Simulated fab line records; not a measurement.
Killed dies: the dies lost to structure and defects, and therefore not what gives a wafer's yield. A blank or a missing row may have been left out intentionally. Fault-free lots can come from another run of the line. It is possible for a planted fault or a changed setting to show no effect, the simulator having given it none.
A single fault, viewed from 3 desks | flow n5Finfet | what lay behind the numbers comes last; until then each desk has only its own

AT THE METROLOGY DESK
Lot by lot, what the gauges showed, no matter which tool ran the lot: averages of those sampled wafers that carry a number. A lot is out of limits, marked OUT, if its mean lies more than 4 standard deviations from the usual mean; the brackets give that distance. Readings shown: 7 of its 11, picked as those furthest out on some lot.
Columns: A = DIBL_N at N5_BEOL_M4_RC_MEAS_101, usual 36.2 mV/V; B = DIBL_P at N5_BEOL_M4_RC_MEAS_101, usual 36.2 mV/V; C = IOFF_P at N5_BEOL_M4_RC_MEAS_101, usual 0.216 nA/um; D = ION_P at N5_BEOL_M4_RC_MEAS_101, usual 464 uA/um; E = SS_P at N5_BEOL_M4_RC_MEAS_101, usual 73.3 mV/dec; F = VT_N at N5_BEOL_M4_RC_MEAS_101, usual 250.2 mV; G = VT_P at N5_BEOL_M4_RC_MEAS_101, usual -249.3 mV
lot  | first seen here | A    | B    | C     | D   | E    | F     | G
L137 | day 7 04:22     | 35.1 | 35.5 | 0.213 | 473 | 73.2 | 248.5 | -247.0
L142 | day 8 04:30     | 36.4 | 36.9 | 0.204 | 459 | 73.6 | 251.2 | -253.2
L146 | day 9 03:47     | 33.9 | 34.8 | 0.185 | 456 | 72.3 | 252.7 | -252.4
L147 | day 9 14:38     | 36.3 | 35.4 | 0.230 | 457 | 73.1 | 250.8 | -246.8
L148 | day 9 17:40     | 33.3 | 34.1 | 0.213 | 471 | 72.4 | 248.6 | -246.8
L149 | day 10 04:50    | 37.6 | 37.5 | 0.259 | 472 | 72.9 | 246.8 | -246.2
L150 | day 10 09:32    | 36.9 | 36.0 | 0.222 | 467 | 73.6 | 247.1 | -248.5
L152 | day 10 23:15    | 37.9 | 38.2 | 0.222 | 462 | 73.7 | 249.1 | -249.6
L154 | day 11 10:02    | 36.0 | 36.4 | 0.236 | 473 | 73.6 | 249.0 | -247.0
This desk's finding: nothing out of limits on any of the 9 lots.

THE DEFECT DESK
Counts from the inspections along the route, per lot, as means over the sampled wafers that have a number. A lot is out of limits, marked OUT, if its mean lies more than 4 standard deviations from the usual mean; the brackets give that distance.
Columns: A = rawDefectCount at N5_BEOL_M3_INSPECT_13, usual 396
lot  | first seen here | A
L137 | day 7 05:15     | 409
L142 | day 8 05:45     | 363
L146 | day 9 04:46     | 396
L147 | day 9 17:25     | 413
L148 | day 9 19:02     | 287
L149 | day 10 07:12    | 335
L150 | day 10 10:31    | 419
L152 | day 11 00:46    | 865 (+5.5) OUT
L154 | day 11 10:58    | 479
This desk's finding: out of limits on L152; first on L152, day 11 00:46 (rawDefectCount at N5_BEOL_M3_INSPECT_13). L137, L142, L146, L147, L148, L149, L150, L154: within limits.

AT THE TOOL OWNER'S DESK: pecvd-03
The tool's own readings at N5_BEOL_M3_PECVD_72 (deposits SiO2 from TEOS/O2, target thk 16 nm, time 18 s): means of the sampled wafers that have a number, for each lot that ran on this tool. A lot is out of limits, marked OUT, if its mean lies more than 4 standard deviations from the usual mean; the brackets give that distance.
Columns: A = heaterPowerW at N5_BEOL_M3_PECVD_72, usual 720 W; B = showerheadPlenumPTorr at N5_BEOL_M3_PECVD_72, usual 8.796 Torr; C = throttleValvePct at N5_BEOL_M3_PECVD_72, usual 22.4 %
lot  | first seen here | A   | B     | C
L137 | day 7 04:24     | 776 | 8.776 | 21.4
L142 | day 8 04:32     | 718 | 8.780 | 22.6
L148 | day 9 17:42     | 691 | 8.819 | 24.2
L149 | day 10 04:52    | 783 | 8.805 | 22.7
L152 | day 10 23:17    | 756 | 8.787 | 22.8
This desk's finding: nothing out of limits on any of the 5 lots.

TAKEN TOGETHER
The defect desk could have raised an alarm at day 11 00:46, on L152.
Nothing out of limits was seen by the metrology desk.
The tool owner's desk saw nothing out of limits.
The metrology desk holds a record of L152, inside its limits.
On record at the tool owner's desk: L152, within its limits.
Every lot named ran N5_BEOL_M3_PECVD_72 on pecvd-03.

WHAT THE SIMULATOR HAD INSERTED
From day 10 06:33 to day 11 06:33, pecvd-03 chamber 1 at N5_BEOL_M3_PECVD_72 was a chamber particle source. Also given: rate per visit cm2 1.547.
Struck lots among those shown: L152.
Hours from the fault's start to each desk's first reading out of limits: the defect desk, 18.
